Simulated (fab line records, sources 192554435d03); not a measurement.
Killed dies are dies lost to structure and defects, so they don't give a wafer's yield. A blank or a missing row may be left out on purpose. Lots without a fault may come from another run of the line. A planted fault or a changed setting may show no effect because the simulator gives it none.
Split-lot experiment | flow n5_finfet | 7 lots, 21 wafers read, on a route of 1938 steps

THE SPLIT
At N5_BEOL_M8_TRENCH_ETCH_37 (etches SiCOH lowk in C4F6/O2, target depth 93.478 nm, time 31.2 s), the setting time_s was moved away from the recipe's 31.2 s on 8 of the 21 wafers read, by -12.9% to +18.7%. The other wafers ran this setting at the recipe's value.

FROM THE SPLIT TO THE READING: what the file shows between them, 12 steps
- N5_BEOL_M8_ETCH_41: etches SiCN in CH3F/O2, target depth 31.9 nm, time 57.8 s
- N5_BEOL_M8_STRIP_80: strips in N2/H2, time 10 s
- N5_BEOL_M8_OCD_MEAS_38
- N5_BEOL_M8_ALD_77: deposits TaN, target thk 2 nm, pulse time 2 s, purge time 3 s (also split here: purge_time_s)
- N5_BEOL_M8_SURFACE_TREAT_79
- N5_BEOL_M8_CVD_78: deposits Co from CCTBA/H2, target thk 2 nm, time 142.3 s
- N5_BEOL_M8_ECD_50: material Cu, target thk 300 nm
- N5_BEOL_M8_ANNEAL_51: time 90 s
- N5_BEOL_M8_CMP_52: polishes, stops on SiCOH lowk, t overpolish 6.9 s, target thk 80 nm
- N5_BEOL_M8_THK_MEAS_53: measures by xrf
- N5_BEOL_M8_PRE_CLEAN_55: time 15 s
- N5_BEOL_M8_DEP_56: deposits SiCN from 3MS/NH3, target thk 10 nm, time 17.5 s

THE READING
M8_RS, in ohm/sq, at N5_BEOL_M8_RS_MEAS_57 (measures by four-point-probe). Fault-free wafers of this fab line usually give 0.290 ohm/sq, standard deviation 0.0072 ohm/sq.

wafer  | tool, chamber at the split | time_s as run, s | against the recipe | M8_RS, ohm/sq | against lot-mates on the recipe
L074.1 | rie_diel-03, 1             | 27.85            | -10.7%             | 0.333         | +0.048
L074.3 | rie_diel-03, 0             | 27.85            | -10.7%             | 0.342         | +0.057
L074.5 | rie_diel-03, 1             | 31.2             | recipe             | 0.285         | -
L083.2 | rie_diel-03, 3             | 31.2             | recipe             | 0.280         | -
L083.4 | rie_diel-03, 2             | 31.2             | recipe             | 0.291         | -
L083.5 | rie_diel-03, 0             | 27.16            | -12.9%             | 0.358         | +0.073
L086.4 | rie_diel-04, 1             | 31.2             | recipe             | 0.298         | -
L086.5 | rie_diel-04, 3             | 31.2             | recipe             | 0.302         | -
L086.6 | rie_diel-04, 0             | 33.92            | +8.7%              | 0.258         | -0.042
L087.2 | rie_diel-03, 3             | 36.38            | +16.6%             | 0.235         | -0.053
L087.3 | rie_diel-03, 2             | 31.2             | recipe             | 0.285         | -
L087.5 | rie_diel-03, 0             | 31.2             | recipe             | 0.291         | -
L091.1 | rie_diel-03, 2             | 31.2             | recipe             | 0.297         | -
L091.3 | rie_diel-03, 0             | 37.03            | +18.7%             | 0.235         | -0.062
L091.4 | rie_diel-03, 1             | 37.03            | +18.7%             | 0.233         | -0.064
L093.2 | rie_diel-06, 0             | 31.2             | recipe             | 0.296         | -
L093.5 | rie_diel-06, 1             | 31.2             | recipe             | 0.293         | -
L093.6 | rie_diel-06, 2             | 36.95            | +18.4%             | 0.226         | -0.068
L097.1 | rie_diel-06, 3             | 31.2             | recipe             | 0.284         | -
L097.2 | rie_diel-06, 0             | 31.2             | recipe             | 0.295         | -
L097.6 | rie_diel-06, 0             | 31.2             | recipe             | 0.298         | -

THE FIT
A straight line over all 21 wafers: M8_RS changes by -0.00368 ohm/sq for each +1% of time_s; r = -0.98; the points scatter about the line by 0.0076 ohm/sq.
The same after taking each lot's own level away (the mean of its wafers on the recipe; 21 wafers): -0.00397 ohm/sq for each +1%; r = -0.98; scatter 0.0077 ohm/sq.
On that fit, the largest move of time_s shifts the reading by 0.074 ohm/sq.
The lots' own levels span 0.2850 to 0.3000 ohm/sq, that is 2.1 times the standard deviation above.
So the lot-to-lot level changes the slope little: the two slopes agree.
Check: with one of the wafers moved furthest among these (+18.7%) left out of the fit, the line predicts -0.0729 ohm/sq for it against its lot-mates. It came out at -0.062 ohm/sq against them.

OTHER SPLITS ON THESE WAFERS
These wafers also went through other splits before the reading. Each is held against what the fit with the lots' levels taken away leaves over:
other split on the same wafers | wafers away from the commonest value | r with M8_RS (lot level and that fit taken away)
N5_BEOL_M7_DESCUM_33 time_s    | 3                                    | -0.27
N5_BEOL_M8_ALD_77 purge_time_s | 9                                    | -0.19

THE WHOLE CHAIN: every reading that the file lists as answering this split, in the file's order
step                      | what it does                                                        | reading                                                                      | change (the file's fit)              | r (the file's)
N5_BEOL_M8_TRENCH_ETCH_37 | etches SiCOH lowk in C4F6/O2, target depth 93.478 nm, time 31.2 s   | BEOL_M8.feature_depth_nm (the simulator's own value, which no gauge read)    | +1.02 nm for each +1% of the setting | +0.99
N5_BEOL_M8_TRENCH_ETCH_37 | etches SiCOH lowk in C4F6/O2, target depth 93.478 nm, time 31.2 s   | etch.depth_nm (the simulator's own value, which no gauge read)               | +1.02 nm for each +1% of the setting | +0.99
N5_BEOL_M8_OCD_MEAS_38    |                                                                     | trench_depth_nm                                                              | +1.03 nm for each +1% of the setting | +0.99
N5_BEOL_M8_CMP_52         | polishes, stops on SiCOH lowk, t overpolish 6.9 s, target thk 80 nm | Cu_of_BEOL_M8_ECD_50.thk_nm (the simulator's own value, which no gauge read) | +1.01 nm for each +1% of the setting | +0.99
N5_BEOL_M8_THK_MEAS_53    | measures by xrf                                                     | M8_THK                                                                       | +1.01 for each +1% of the setting    | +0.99
N5_BEOL_M8_RS_MEAS_57     | measures by four-point-probe                                        | M8_RS                                                                        | -0.00391 for each +1% of the setting | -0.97

THE FILE'S OWN FIT
M8_RS changes by -0.00391 ohm/sq for each +1% of time_s, r = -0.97.
